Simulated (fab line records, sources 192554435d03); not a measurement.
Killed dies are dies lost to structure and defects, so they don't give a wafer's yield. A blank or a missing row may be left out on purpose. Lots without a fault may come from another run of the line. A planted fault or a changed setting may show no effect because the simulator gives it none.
Which tool did it? | flow n5_finfet | 23 lots, 69 wafers sampled, at 6 steps of a route of 1938

WHAT THE GAUGES READ, wafer by wafer
The record holds no reading of a measuring or inspecting step that can be judged against a usual standard deviation.

WHICH TOOL RAN EACH LOT (tool, then ch and the chambers of the sampled wafers, then the start)
lot  | N5_BEOL_M1_ETCH_70                 | N5_BEOL_M1_STRIP_97                           | N5_BEOL_M1_ALD_84                   | N5_BEOL_M1_SPUTTER_48        | N5_BEOL_M1_SPUTTER_81        | N5_BEOL_M1_CMP_52
L075 | rie_diel-03 ch 2,3, day 6 05:19    | rie_diel-03 ch 2,3, day 6 06:20 or earlier    | ald_metal-01 ch 0,3, day 6 06:20    | pvd_sputter-02, day 6 07:06  | pvd_sputter-02, day 6 07:32  | cmp-02 ch 1,2, day 6 09:33
L074 | rie_diel-03 ch 0,3, day 6 06:46    | rie_diel-03 ch 0,3, day 6 07:56 or earlier    | ald_metal-01 ch 0,1,2, day 6 07:56  | pvd_sputter-03, day 6 08:35  | pvd_sputter-03, day 6 09:02  | cmp-01 ch 0,1,2, day 6 10:55
L076 | rie_diel-03 ch 0,1,2, day 6 13:10  | rie_diel-03 ch 0,1,2, day 6 14:14 or earlier  | ald_metal-01 ch 1,2,3, day 6 14:14  | pvd_sputter-03, day 6 15:18  | pvd_sputter-03, day 6 15:44  | cmp-02 ch 0,1,3, day 6 17:37
L077 | rie_diel-01 ch 0,1,2, day 6 20:56  | rie_diel-01 ch 0,1,2, day 6 21:59 or earlier  | ald_metal-02 ch 1,2,3, day 6 21:59  | pvd_sputter-01, day 6 22:37  | pvd_sputter-01, day 6 23:04  | cmp-04 ch 0,1,2, day 7 00:53
L078 | rie_diel-03 ch 0,1,3, day 7 05:16  | rie_diel-03 ch 0,1,3, day 7 06:08 or earlier  | ald_metal-04 ch 2,3, day 7 06:08    | pvd_sputter-01, day 7 06:45  | pvd_sputter-01, day 7 07:11  | cmp-02 ch 0,1, day 7 09:04
L079 | rie_diel-01 ch 1,2,3, day 7 11:20  | rie_diel-01 ch 1,2,3, day 7 12:31 or earlier  | ald_metal-02 ch 0,2,3, day 7 12:31  | pvd_sputter-03, day 7 13:14  | pvd_sputter-03, day 7 13:40  | cmp-02 ch 0,1,2, day 7 15:34
L080 | rie_diel-03 ch 0,1,3, day 7 14:45  | rie_diel-03 ch 0,1,3, day 7 15:34 or earlier  | ald_metal-02 ch 0,1,3, day 7 15:34  | pvd_sputter-03, day 7 16:07  | pvd_sputter-03, day 7 16:33  | cmp-02 ch 1,2,3, day 7 18:22
L081 | rie_diel-04 ch 0,3, day 7 20:12    | rie_diel-04 ch 0,3, day 7 21:10 or earlier    | ald_metal-01 ch 0,2, day 7 21:10    | pvd_sputter-01, day 7 21:43  | pvd_sputter-01, day 7 22:10  | cmp-02 ch 1,3, day 8 00:09
L082 | rie_diel-03 ch 0,1,3, day 8 05:42  | rie_diel-03 ch 0,1,3, day 8 06:40 or earlier  | ald_metal-02 ch 0,2, day 8 06:40    | pvd_sputter-03, day 8 07:14  | pvd_sputter-03, day 8 07:41  | cmp-01 ch 0,1,2, day 8 09:34
L083 | rie_diel-04 ch 1,2, day 8 08:49    | rie_diel-04 ch 1,2, day 8 09:34 or earlier    | ald_metal-01 ch 2,3, day 8 09:34    | pvd_sputter-01, day 8 10:05  | pvd_sputter-01, day 8 10:31  | cmp-02 ch 0,1, day 8 12:20
L085 | rie_diel-04 ch 1,2,3, day 9 10:14  | rie_diel-04 ch 1,2,3, day 9 11:14 or earlier  | ald_metal-01 ch 1,2,3, day 9 11:14  | pvd_sputter-03, day 9 12:09  | pvd_sputter-03, day 9 12:35  | cmp-01 ch 0,1,2, day 9 14:26
L086 | rie_diel-03 ch 0,2, day 9 16:55    | rie_diel-03 ch 0,2, day 9 18:01 or earlier    | ald_metal-01 ch 1,3, day 9 18:01    | pvd_sputter-02, day 9 18:32  | pvd_sputter-02, day 9 18:59  | cmp-01 ch 0,1,3, day 9 20:50
L087 | rie_diel-04 ch 1,2,3, day 10 09:22 | rie_diel-04 ch 1,2,3, day 10 10:16 or earlier | ald_metal-01 ch 1,2,3, day 10 10:16 | pvd_sputter-01, day 10 10:51 | pvd_sputter-01, day 10 11:17 | cmp-01 ch 0,1,2, day 10 13:17
L088 | rie_diel-03 ch 0,2,3, day 10 13:41 | rie_diel-03 ch 0,2,3, day 10 14:25 or earlier | ald_metal-01 ch 1,2, day 10 14:25   | pvd_sputter-02, day 10 14:52 | pvd_sputter-02, day 10 15:18 | cmp-04 ch 0,3, day 10 17:14
L089 | rie_diel-03 ch 0,3, day 10 16:08   | rie_diel-03 ch 0,3, day 10 16:47 or earlier   | ald_metal-04 ch 1,3, day 10 16:47   | pvd_sputter-01, day 10 17:14 | pvd_sputter-01, day 10 17:40 | cmp-02 ch 1,2, day 10 19:32
L091 | rie_diel-04 ch 1,3, day 10 16:13   | rie_diel-04 ch 1,3, day 10 16:53 or earlier   | ald_metal-01 ch 1,2, day 10 16:53   | pvd_sputter-03, day 10 17:29 | pvd_sputter-03, day 10 17:56 | cmp-04 ch 0,2,3, day 10 19:52
L090 | rie_diel-03 ch 1,2,3, day 10 19:17 | rie_diel-03 ch 1,2,3, day 10 20:14 or earlier | ald_metal-04 ch 1,3, day 10 20:14   | pvd_sputter-03, day 10 21:11 | pvd_sputter-03, day 10 21:38 | cmp-04 ch 0,3, day 11 00:10
L092 | rie_diel-03 ch 1,2,3, day 10 20:58 | rie_diel-03 ch 1,2,3, day 10 22:23 or earlier | ald_metal-01 ch 0,1,3, day 10 22:23 | pvd_sputter-01, day 10 22:51 | pvd_sputter-01, day 10 23:17 | cmp-04 ch 1,2, day 11 01:08
L093 | rie_diel-03 ch 1,2, day 11 05:26   | rie_diel-03 ch 1,2, day 11 06:47 or earlier   | ald_metal-02 ch 0,3, day 11 06:47   | pvd_sputter-01, day 11 07:26 | pvd_sputter-01, day 11 07:52 | cmp-01 ch 0,1,3, day 11 09:43
L094 | rie_diel-04 ch 1,2, day 11 09:47   | rie_diel-04 ch 1,2, day 11 11:17 or earlier   | ald_metal-01 ch 0,2, day 11 11:17   | pvd_sputter-01, day 11 11:54 | pvd_sputter-01, day 11 12:20 | cmp-02 ch 0,2,3, day 11 15:24
L095 | rie_diel-04 ch 1,2,3, day 11 14:43 | rie_diel-04 ch 1,2,3, day 11 15:47 or earlier | ald_metal-04 ch 0,2,3, day 11 15:47 | pvd_sputter-03, day 11 16:29 | pvd_sputter-03, day 11 16:55 | cmp-02 ch 0,2,3, day 11 19:00
L096 | rie_diel-03 ch 1,3, day 11 20:40   | rie_diel-03 ch 1,3, day 11 21:25 or earlier   | ald_metal-02 ch 0,2,3, day 11 21:25 | pvd_sputter-01, day 11 22:02 | pvd_sputter-01, day 11 22:28 | cmp-04 ch 0,1,3, day 12 00:17
L097 | rie_diel-04 ch 1,2,3, day 12 05:02 | rie_diel-04 ch 1,2,3, day 12 05:50 or earlier | ald_metal-02 ch 1,2, day 12 05:50   | pvd_sputter-03, day 12 06:29 | pvd_sputter-03, day 12 06:56 | cmp-01 ch 0,2,3, day 12 08:44
- N5_BEOL_M1_ETCH_70: etches SOC in N2/H2, target depth 80 nm, overetch 16 nm, time 120 s.
- N5_BEOL_M1_STRIP_97: strips in N2/H2, time 10 s.
- N5_BEOL_M1_ALD_84: deposits TaN, pulse time 2 s, purge time 3 s, co reactant purge time 2 s.
- N5_BEOL_M1_SPUTTER_48: material Cu, target thk 4.5 nm, time 8.29 s.
- N5_BEOL_M1_SPUTTER_81: material Cu, target thk 4.5 nm, time 8.29 s.
- N5_BEOL_M1_CMP_52: polishes, stops on SiOC, t overpolish 6.8 s, target thk 40 nm.

WHAT THE TOOLS THEMSELVES READ (means of the sampled wafers that have a number; where no wafer has one, the mark that the record gives instead)
N5_BEOL_M1_ETCH_70. Usual: bias_w 149.9 W, standard deviation 0.43; drypump_motor_current_A 5.7 A, standard deviation 0.43; oes_product_au 0.58 a.u., standard deviation 0.071; rf_vpp_V 523.0 V, standard deviation 2.5; showerhead_plenum_p_Torr 2.51 Torr, standard deviation 0.089; throttle_valve_pct 17.74 %, standard deviation 0.28.
lot  | tool        | bias_w (W) | drypump_motor_current_A (A) | oes_product_au (a.u.) | rf_vpp_V (V) | showerhead_plenum_p_Torr (Torr) | throttle_valve_pct (%) | flag
L075 | rie_diel-03 | 150.0      | 5.5                         | 0.53                  | 524.4        | 2.56                            | 17.98                  |
L074 | rie_diel-03 | 149.7      | 5.8                         | 0.53                  | 523.5        | 2.52                            | 17.88                  |
L076 | rie_diel-03 | 149.5      | 5.8                         | 0.53                  | 524.2        | 2.58                            | 17.88                  |
L077 | rie_diel-01 | 149.9      | 5.3                         | 0.60                  | 521.9        | 2.48                            | 17.75                  |
L078 | rie_diel-03 | 150.1      | 6.0                         | 0.53                  | 524.7        | 2.55                            | 17.95                  |
L079 | rie_diel-01 | 149.7      | 5.5                         | 0.62                  | 523.3        | 2.53                            | 17.65                  |
L080 | rie_diel-03 | 149.9      | 6.0                         | 0.53                  | 523.4        | 2.54                            | 17.95                  |
L081 | rie_diel-04 | 150.1      | 5.6                         | 0.54                  | 522.1        | 2.48                            | 18.00                  |
L082 | rie_diel-03 | 150.3      | 6.0                         | 0.53                  | 523.5        | 2.54                            | 17.96                  |
L083 | rie_diel-04 | 149.8      | 6.0                         | 0.64                  | 523.3        | 2.50                            | 17.40                  |
L085 | rie_diel-04 | 150.0      | 5.7                         | 0.59                  | 521.5        | 2.44                            | 17.51                  |
L086 | rie_diel-03 | 149.5      | 5.7                         | 0.58                  | 523.1        | 2.53                            | 17.55                  |
L087 | rie_diel-04 | 150.4      | 5.7                         | 0.58                  | 521.1        | 2.44                            | 17.53                  |
L088 | rie_diel-03 | 149.9      | 5.6                         | 0.57                  | 523.7        | 2.54                            | 17.73                  |
L089 | rie_diel-03 | 150.3      | 5.8                         | 0.52                  | 523.1        | 2.51                            | 17.94                  |
L091 | rie_diel-04 | 149.6      | 5.5                         | 0.55                  | 518.4        | 2.36                            | 17.59                  |
L090 | rie_diel-03 | 149.4      | 5.7                         | 0.64                  | 525.0        | 2.57                            | 17.82                  |
L092 | rie_diel-03 | 149.8      | 5.7                         | 0.65                  | 524.8        | 2.57                            | 17.82                  |
L093 | rie_diel-03 | 149.9      | 5.9                         | 0.70                  | 525.3        | 2.60                            | 17.76                  |
L094 | rie_diel-04 | 150.0      | 5.9                         | 0.59                  | 520.2        | 2.41                            | 17.50                  |
L095 | rie_diel-04 | 150.1      | 5.7                         | 0.58                  | 521.2        | 2.44                            | 17.54                  |
L096 | rie_diel-03 | 150.0      | 5.9                         | 0.57                  | 522.7        | 2.54                            | 18.06                  |
L097 | rie_diel-04 | 150.2      | 5.7                         | 0.57                  | 520.7        | 2.43                            | 17.56                  |

N5_BEOL_M1_STRIP_97. Usual: drypump_motor_current_A 5.7 A, standard deviation 0.43; oes_product_au 0.76 a.u., standard deviation 0.099; rf_vpp_V 59.0 V, standard deviation 0.79; showerhead_plenum_p_Torr 2.51 Torr, standard deviation 0.089; throttle_valve_pct 23.5 %, standard deviation 0.33.
lot  | tool        | drypump_motor_current_A (A) | oes_product_au (a.u.) | rf_vpp_V (V) | showerhead_plenum_p_Torr (Torr) | throttle_valve_pct (%) | flag
L075 | rie_diel-03 | 5.5                         | 0.69                  | 58.9         | 2.56                            | 23.8                   |
L074 | rie_diel-03 | 5.8                         | 0.69                  | 59.7         | 2.52                            | 23.7                   |
L076 | rie_diel-03 | 5.8                         | 0.69                  | 59.1         | 2.57                            | 23.6                   |
L077 | rie_diel-01 | 5.3                         | 0.78                  | 58.9         | 2.48                            | 23.6                   |
L078 | rie_diel-03 | 6.0                         | 0.69                  | 58.4         | 2.54                            | 23.7                   |
L079 | rie_diel-01 | 5.5                         | 0.80                  | 58.5         | 2.53                            | 23.5                   |
L080 | rie_diel-03 | 6.0                         | 0.68                  | 58.4         | 2.54                            | 23.7                   |
L081 | rie_diel-04 | 5.6                         | 0.69                  | 59.3         | 2.47                            | 23.8                   |
L082 | rie_diel-03 | 6.0                         | 0.68                  | 58.8         | 2.54                            | 23.7                   |
L083 | rie_diel-04 | 6.0                         | 0.84                  | 58.3         | 2.50                            | 23.2                   |
L085 | rie_diel-04 | 5.7                         | 0.78                  | 58.6         | 2.44                            | 23.3                   |
L086 | rie_diel-03 | 5.7                         | 0.77                  | 59.3         | 2.53                            | 23.2                   |
L087 | rie_diel-04 | 5.7                         | 0.76                  | 58.4         | 2.44                            | 23.3                   |
L088 | rie_diel-03 | 5.6                         | 0.75                  | 58.6         | 2.53                            | 23.5                   |
L089 | rie_diel-03 | 5.8                         | 0.67                  | 59.4         | 2.50                            | 23.7                   |
L091 | rie_diel-04 | 5.5                         | 0.73                  | 58.1         | 2.36                            | 23.3                   |
L090 | rie_diel-03 | 5.7                         | 0.85                  | 58.5         | 2.57                            | 23.7                   |
L092 | rie_diel-03 | 5.7                         | 0.84                  | 59.3         | 2.57                            | 23.7                   |
L093 | rie_diel-03 | 5.9                         | 0.92                  | 60.0         | 2.60                            | 23.7                   |
L094 | rie_diel-04 | 5.9                         | 0.78                  | 58.9         | 2.40                            | 23.3                   |
L095 | rie_diel-04 | 5.7                         | 0.76                  | 59.9         | 2.43                            | 23.3                   |
L096 | rie_diel-03 | 5.9                         | 0.74                  | 59.2         | 2.54                            | 23.9                   |
L097 | rie_diel-04 | 5.7                         | 0.75                  | 59.1         | 2.43                            | 23.3                   |

N5_BEOL_M1_ALD_84. Usual: heater_power_w 427 W, standard deviation 63; precursor_vessel_temp_c 75.02 C, standard deviation 0.13.
lot  | tool         | heater_power_w (W) | precursor_vessel_temp_c (C) | flag
L075 | ald_metal-01 | 371                | 75.04                       |
L074 | ald_metal-01 | 435                | 75.02                       |
L076 | ald_metal-01 | 473                | 75.02                       |
L077 | ald_metal-02 | 402                | 74.99                       |
L078 | ald_metal-04 | 410                | 74.88                       |
L079 | ald_metal-02 | 436                | 75.02                       |
L080 | ald_metal-02 | 417                | 74.99                       |
L081 | ald_metal-01 | 389                | 75.14                       |
L082 | ald_metal-02 | 452                | 75.11                       |
L083 | ald_metal-01 | 427                | 75.06                       |
L085 | ald_metal-01 | 466                | 75.08                       |
L086 | ald_metal-01 | 515                | 74.91                       |
L087 | ald_metal-01 | 468                | 74.94                       |
L088 | ald_metal-01 | 450                | 74.90                       |
L089 | ald_metal-04 | 375                | 75.06                       |
L091 | ald_metal-01 | 500                | 75.02                       |
L090 | ald_metal-04 | 372                | 74.95                       |
L092 | ald_metal-01 | 442                | 75.19                       |
L093 | ald_metal-02 | 427                | 75.05                       |
L094 | ald_metal-01 | 361                | 75.02                       |
L095 | ald_metal-04 | 423                | 75.03                       |
L096 | ald_metal-02 | 442                | 74.99                       |
L097 | ald_metal-02 | 385                | 75.08                       |

N5_BEOL_M1_SPUTTER_48. Usual: chamber_pressure_pa 0.07001 Pa, standard deviation 0.00016; throttle_valve_pct 30.0 %, standard deviation 1.2.
lot  | tool           | chamber_pressure_pa (Pa) | throttle_valve_pct (%) | flag
L075 | pvd_sputter-02 | 0.06996                  | 30.2                   |
L074 | pvd_sputter-03 | 0.06992                  | 29.6                   |
L076 | pvd_sputter-03 | 0.06997                  | 29.7                   |
L077 | pvd_sputter-01 | 0.06997                  | 30.9                   |
L078 | pvd_sputter-01 | 0.07013                  | 30.6                   |
L079 | pvd_sputter-03 | 0.07020                  | 30.5                   |
L080 | pvd_sputter-03 | 0.07001                  | 30.0                   |
L081 | pvd_sputter-01 | 0.06994                  | 31.1                   |
L082 | pvd_sputter-03 | 0.07005                  | 30.9                   |
L083 | pvd_sputter-01 | 0.06987                  | 29.6                   |
L085 | pvd_sputter-03 | 0.07016                  | 29.6                   |
L086 | pvd_sputter-02 | 0.06997                  | 29.9                   |
L087 | pvd_sputter-01 | 0.07004                  | 31.2                   |
L088 | pvd_sputter-02 | 0.06992                  | 29.6                   |
L089 | pvd_sputter-01 | 0.07009                  | 31.9                   |
L091 | pvd_sputter-03 | 0.07007                  | 30.4                   |
L090 | pvd_sputter-03 | 0.06992                  | 30.2                   |
L092 | pvd_sputter-01 | 0.06999                  | 30.4                   |
L093 | pvd_sputter-01 | 0.06993                  | 29.9                   |
L094 | pvd_sputter-01 | 0.07013                  | 30.3                   |
L095 | pvd_sputter-03 | 0.07007                  | 30.1                   |
L096 | pvd_sputter-01 | 0.07001                  | 29.3                   |
L097 | pvd_sputter-03 | 0.07011                  | 30.8                   |

N5_BEOL_M1_SPUTTER_81. Usual: chamber_pressure_pa 0.07 Pa, standard deviation 0.00015; throttle_valve_pct 30.1 %, standard deviation 1.2.
lot  | tool           | chamber_pressure_pa (Pa) | throttle_valve_pct (%) | flag
L075 | pvd_sputter-02 | 0.07                     | 30.1                   |
L074 | pvd_sputter-03 | 0.07                     | 29.6                   |
L076 | pvd_sputter-03 | 0.07                     | 29.6                   |
L077 | pvd_sputter-01 | 0.07                     | 30.8                   |
L078 | pvd_sputter-01 | 0.07                     | 30.7                   |
L079 | pvd_sputter-03 | 0.07                     | 30.5                   |
L080 | pvd_sputter-03 | 0.07                     | 30.1                   |
L081 | pvd_sputter-01 | 0.07                     | 31.4                   |
L082 | pvd_sputter-03 | 0.07                     | 31.0                   |
L083 | pvd_sputter-01 | 0.07                     | 29.3                   |
L085 | pvd_sputter-03 | 0.07                     | 29.7                   |
L086 | pvd_sputter-02 | 0.07                     | 29.9                   |
L087 | pvd_sputter-01 | 0.07                     | 31.5                   |
L088 | pvd_sputter-02 | 0.07                     | 29.5                   |
L089 | pvd_sputter-01 | 0.07                     | 31.8                   |
L091 | pvd_sputter-03 | 0.07                     | 30.7                   |
L090 | pvd_sputter-03 | 0.07                     | 30.1                   |
L092 | pvd_sputter-01 | 0.07                     | 30.4                   |
L093 | pvd_sputter-01 | 0.07                     | 29.9                   |
L094 | pvd_sputter-01 | 0.07                     | 30.4                   |
L095 | pvd_sputter-03 | 0.07                     | 30.0                   |
L096 | pvd_sputter-01 | 0.07                     | 29.4                   |
L097 | pvd_sputter-03 | 0.07                     | 30.6                   |

N5_BEOL_M1_CMP_52. Usual: barrier_field_endpoint_s 24.3 s, standard deviation 0.64; clearing_platen_down_force_psi 1.500 psi, standard deviation 0.0031; motor_current_A 6.0 A, standard deviation 0.56; overpolish_run_s 6.800 s, standard deviation 0.0086; time_to_endpoint_s 61 s, standard deviation 3.7.
lot  | tool   | barrier_field_endpoint_s (s) | clearing_platen_down_force_psi (psi) | motor_current_A (A) | overpolish_run_s (s) | time_to_endpoint_s (s) | flag
L075 | cmp-02 | 23.8                         | 1.498                                | 6.3                 | 6.803                | 55                     |
L074 | cmp-01 | 25.1                         | 1.499                                | 5.5                 | 6.805                | 66                     |
L076 | cmp-02 | 24.0                         | 1.502                                | 6.1                 | 6.792                | 59                     |
L077 | cmp-04 | 24.0                         | 1.498                                | 5.9                 | 6.805                | 61                     |
L078 | cmp-02 | 24.1                         | 1.498                                | 6.3                 | 6.800                | 59                     |
L079 | cmp-02 | 23.7                         | 1.496                                | 5.9                 | 6.796                | 58                     |
L080 | cmp-02 | 23.7                         | 1.499                                | 6.5                 | 6.801                | 61                     |
L081 | cmp-02 | 24.7                         | 1.501                                | 6.4                 | 6.796                | 64                     |
L082 | cmp-01 | 24.5                         | 1.498                                | 5.5                 | 6.800                | 61                     |
L083 | cmp-02 | 23.8                         | 1.500                                | 6.1                 | 6.803                | 55                     |
L085 | cmp-01 | 24.2                         | 1.499                                | 5.6                 | 6.803                | 63                     |
L086 | cmp-01 | 24.5                         | 1.501                                | 6.1                 | 6.808                | 64                     |
L087 | cmp-01 | 24.8                         | 1.497                                | 5.5                 | 6.796                | 65                     |
L088 | cmp-04 | 24.3                         | 1.501                                | 6.2                 | 6.794                | 63                     |
L089 | cmp-02 | 24.2                         | 1.503                                | 6.2                 | 6.805                | 60                     |
L091 | cmp-04 | 23.6                         | 1.501                                | 5.8                 | 6.799                | 58                     |
L090 | cmp-04 | 25.1                         | 1.503                                | 5.8                 | 6.799                | 63                     |
L092 | cmp-04 | 23.7                         | 1.500                                | 5.6                 | 6.797                | 61                     |
L093 | cmp-01 | 24.4                         | 1.500                                | 6.1                 | 6.803                | 64                     |
L094 | cmp-02 | 23.5                         | 1.500                                | 5.9                 | 6.801                | 57                     |
L095 | cmp-02 | 24.0                         | 1.500                                | 5.9                 | 6.797                | 60                     |
L096 | cmp-04 | 24.8                         | 1.502                                | 6.1                 | 6.794                | 64                     |
L097 | cmp-01 | 24.8                         | 1.499                                | 6.2                 | 6.802                | 63                     |

THE ANSWER, worked out from the rows above alone
Rule: a lot is off if the mean of its wafers that have a number lies more than 3 standard deviations from the usual mean. A lot without any number at a reading at which 4 lots or more have one is off too. The other lots that the step has rows for count as sound. The gauges are gone through in route order, then the tools' own readings, and for those a lot's mean is taken as printed above. The first step at which some lot is off is used, and at that step the reading that is off furthest; a lot without a number counts as furthest.
No lot is off at any reading shown: from this, nothing can be told.

WHAT THE SIMULATOR HAD PUT IN
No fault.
